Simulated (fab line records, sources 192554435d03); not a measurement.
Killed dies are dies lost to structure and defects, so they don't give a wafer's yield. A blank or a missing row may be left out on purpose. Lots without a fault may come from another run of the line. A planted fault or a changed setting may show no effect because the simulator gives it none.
Chamber matching | flow n5_finfet | N5_BEOL_M0_STRIP_140 on rie_diel-05: 4 sister chambers
The step strips in CF4. 18 wafers are shown with their chamber, then 9 later ones without.

WAFERS WITH THEIR CHAMBER
wafer  | chamber | throttle_valve_pct (%) | showerhead_plenum_p_Torr (Torr) | drypump_motor_current_A (A)
L076.1 | 1       | 14.1                   | 1.80                            | 5.5
L076.2 | 2       | 13.7                   | 1.83                            | 6.1
L076.3 | 3       | 13.6                   | 1.79                            | 5.6
L077.2 | 2       | 13.7                   | 1.83                            | 6.2
L077.3 | 1       | 14.0                   | 1.80                            | 5.5
L077.6 | 3       | 13.7                   | 1.79                            | 5.6
L078.2 | 1       | 14.1                   | 1.80                            | 5.5
L078.3 | 2       | 13.7                   | 1.83                            | 6.2
L078.5 | 1       | 14.1                   | 1.80                            | 5.5
L079.1 | 1       | 14.1                   | 1.80                            | 5.5
L079.4 | 0       | 13.1                   | 1.88                            | 5.6
L079.6 | 1       | 14.1                   | 1.80                            | 5.5
L081.2 | 3       | 13.7                   | 1.78                            | 5.6
L081.3 | 1       | 14.1                   | 1.80                            | 5.5
L081.4 | 2       | 13.7                   | 1.83                            | 6.2
L084.1 | 1       | 14.1                   | 1.79                            | 5.5
L084.5 | 1       | 14.1                   | 1.79                            | 5.5
L084.6 | 0       | 13.1                   | 1.88                            | 5.5

SIGNATURES (means of the wafers above)
reading                  | chamber 0 | chamber 1 | chamber 2 | chamber 3 | scatter within a chamber
throttle_valve_pct       | 13.100    | 14.089    | 13.700    | 13.667    | 0.0333
showerhead_plenum_p_Torr | 1.8800    | 1.7978    | 1.8300    | 1.7867    | 0.00398
drypump_motor_current_A  | 5.550     | 5.500     | 6.175     | 5.600     | 0.0299
Rule: a wafer's distance from a chamber is the root of the sum, over the readings, of the square of ((its reading less the chamber's mean) divided by the reading's scatter). The wafer belongs to the nearest chamber; if the next one is less than 2 further off, it can't be placed. The scatter: the root of (the sum of the squares of (reading less its chamber's mean) over the shown wafers, divided by (wafers less chambers)).

WAFERS WITHOUT THEIR CHAMBER
wafer  | throttle_valve_pct (%) | showerhead_plenum_p_Torr (Torr) | drypump_motor_current_A (A)
L085.4 | 13.2                   | 1.88                            | 5.5
L085.5 | 13.7                   | 1.78                            | 5.6
L085.6 | 13.8                   | 1.82                            | 6.2
L091.1 | 14.2                   | 1.79                            | 5.5
L091.3 | 13.7                   | 1.78                            | 5.6
L091.5 | 14.1                   | 1.79                            | 5.5
L097.2 | 13.2                   | 1.87                            | 5.5
L097.3 | 13.7                   | 1.77                            | 5.6
L097.6 | 13.7                   | 1.78                            | 5.6

WHICH CHAMBER EACH WENT THROUGH
wafer  | from the rows above | in truth
L085.4 | 0                   | 0
L085.5 | 3                   | 3
L085.6 | 2                   | 2
L091.1 | 1                   | 1
L091.3 | 3                   | 3
L091.5 | 1                   | 1
L097.2 | 0                   | 0
L097.3 | 3                   | 3
L097.6 | 3                   | 3
Placed correctly: 9 of 9. Can't be placed from these rows: 0. Placed wrongly: 0.
